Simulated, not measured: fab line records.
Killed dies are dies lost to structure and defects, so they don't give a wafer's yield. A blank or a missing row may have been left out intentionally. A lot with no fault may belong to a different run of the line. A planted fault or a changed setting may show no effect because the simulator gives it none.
Split-lot study / flow n5_finfet / 21 wafers read from 7 lots, route of 1938 steps

## THE SPLIT ITSELF
At N5_BEOL_M7_ETCH_41 (etches SiCN in CH3F/O2, target depth 31.9 nm, time 57.8 s), the setting source_w was moved away from the recipe's 395 W on 5 of the 21 wafers read, by -13.3% to +16.2%. This setting was run at the recipe's value on the other wafers.

The reading comes from the split's own step.

## THE READING
rf_vpp_V, in V, at N5_BEOL_M7_ETCH_41 (etches SiCN in CH3F/O2, target depth 31.9 nm, time 57.8 s). Fault-free wafers of this fab line usually give 298.2 V, standard deviation 1.7 V.

wafer=L076.2; tool, chamber at the split=rie_diel-02, 2; source_w as run, W=395; against the recipe=recipe; rf_vpp_V, V=300.6; against lot-mates on the recipe=-
wafer=L076.4; tool, chamber at the split=rie_diel-02, 1; source_w as run, W=395; against the recipe=recipe; rf_vpp_V, V=299.4; against lot-mates on the recipe=-
wafer=L076.5; tool, chamber at the split=rie_diel-02, 0; source_w as run, W=458.8; against the recipe=+16.2%; rf_vpp_V, V=283.8; against lot-mates on the recipe=-16.2
wafer=L078.4; tool, chamber at the split=rie_diel-05, 2; source_w as run, W=395; against the recipe=recipe; rf_vpp_V, V=298.5; against lot-mates on the recipe=-
wafer=L078.5; tool, chamber at the split=rie_diel-05, 3; source_w as run, W=395; against the recipe=recipe; rf_vpp_V, V=299.0; against lot-mates on the recipe=-
wafer=L078.6; tool, chamber at the split=rie_diel-05, 2; source_w as run, W=395; against the recipe=recipe; rf_vpp_V, V=298.2; against lot-mates on the recipe=-
wafer=L080.2; tool, chamber at the split=rie_diel-05, 1; source_w as run, W=395; against the recipe=recipe; rf_vpp_V, V=298.4; against lot-mates on the recipe=-
wafer=L080.3; tool, chamber at the split=rie_diel-05, 2; source_w as run, W=395; against the recipe=recipe; rf_vpp_V, V=298.7; against lot-mates on the recipe=-
wafer=L080.4; tool, chamber at the split=rie_diel-05, 0; source_w as run, W=395; against the recipe=recipe; rf_vpp_V, V=294.8; against lot-mates on the recipe=-
wafer=L088.1; tool, chamber at the split=rie_diel-02, 0; source_w as run, W=395; against the recipe=recipe; rf_vpp_V, V=296.2; against lot-mates on the recipe=-
wafer=L088.2; tool, chamber at the split=rie_diel-02, 2; source_w as run, W=395; against the recipe=recipe; rf_vpp_V, V=299.2; against lot-mates on the recipe=-
wafer=L088.4; tool, chamber at the split=rie_diel-02, 1; source_w as run, W=395; against the recipe=recipe; rf_vpp_V, V=299.6; against lot-mates on the recipe=-
wafer=L087.1; tool, chamber at the split=rie_diel-06, 2; source_w as run, W=342.5; against the recipe=-13.3%; rf_vpp_V, V=311.5; against lot-mates on the recipe=+10.8
wafer=L087.2; tool, chamber at the split=rie_diel-06, 3; source_w as run, W=395; against the recipe=recipe; rf_vpp_V, V=300.7; against lot-mates on the recipe=-
wafer=L087.5; tool, chamber at the split=rie_diel-06, 1; source_w as run, W=342.5; against the recipe=-13.3%; rf_vpp_V, V=313.2; against lot-mates on the recipe=+12.5
wafer=L089.1; tool, chamber at the split=rie_diel-02, 1; source_w as run, W=395; against the recipe=recipe; rf_vpp_V, V=298.4; against lot-mates on the recipe=-
wafer=L089.3; tool, chamber at the split=rie_diel-02, 3; source_w as run, W=395; against the recipe=recipe; rf_vpp_V, V=298.9; against lot-mates on the recipe=-
wafer=L089.4; tool, chamber at the split=rie_diel-02, 0; source_w as run, W=395; against the recipe=recipe; rf_vpp_V, V=298.0; against lot-mates on the recipe=-
wafer=L097.1; tool, chamber at the split=rie_diel-06, 1; source_w as run, W=395; against the recipe=recipe; rf_vpp_V, V=299.6; against lot-mates on the recipe=-
wafer=L097.3; tool, chamber at the split=rie_diel-06, 2; source_w as run, W=353.3; against the recipe=-10.6%; rf_vpp_V, V=307.7; against lot-mates on the recipe=+8.1
wafer=L097.5; tool, chamber at the split=rie_diel-06, 2; source_w as run, W=353.3; against the recipe=-10.6%; rf_vpp_V, V=306.8; against lot-mates on the recipe=+7.2

FIT RESULTS
A straight line over all 21 wafers: rf_vpp_V changes by -0.939 V for each +1% of source_w; r = -0.97; the points scatter about the line by 1.5 V.
The same after taking each lot's own level away (the mean of its wafers on the recipe; 21 wafers): -0.885 V for each +1%; r = -0.98; scatter 1.2 V.
That fit puts the effect of the largest move of source_w on the reading at 14 V.
Across the lots, their own levels run from 297.30 to 300.70 V, a range of 2.0 times the standard deviation given above.
The two slopes are in agreement: the lot-to-lot level therefore moves the slope only a little.
Check: for one of the wafers moved furthest among these (+16.2%), held out of the fit, the line's prediction against its lot-mates is -13.3 V. It came out at -16.2 V against them.
Tool readings at the split's step, against how far the setting was moved: rf_vpp_V r = -0.97.

## FURTHER SPLITS ON THESE WAFERS
Other splits were also applied to these wafers ahead of the reading. Each is held against what the fit with the lots' levels taken away leaves over:
other split on the same wafers=N5_BEOL_M4_EXPOSE_08 dose_mj; wafers away from the commonest value=7; r with rf_vpp_V (lot level and that fit taken away)=-0.21
other split on the same wafers=N5_BEOL_M5_VIA_ETCH_34 bias_w; wafers away from the commonest value=7; r with rf_vpp_V (lot level and that fit taken away)=-0.01
other split on the same wafers=N5_BEOL_M5_TRENCH_ETCH_37 time_s; wafers away from the commonest value=9; r with rf_vpp_V (lot level and that fit taken away)=+0.12
other split on the same wafers=N5_BEOL_M6_EXPOSE_25 dose_mj; wafers away from the commonest value=6; r with rf_vpp_V (lot level and that fit taken away)=-0.17
other split on the same wafers=N5_BEOL_M6_DESCUM_33 time_s; wafers away from the commonest value=6; r with rf_vpp_V (lot level and that fit taken away)=-0.01

## THE FILE'S OWN FIT
rf_vpp_V changes by -0.905 V for each +1% of source_w, r = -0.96.
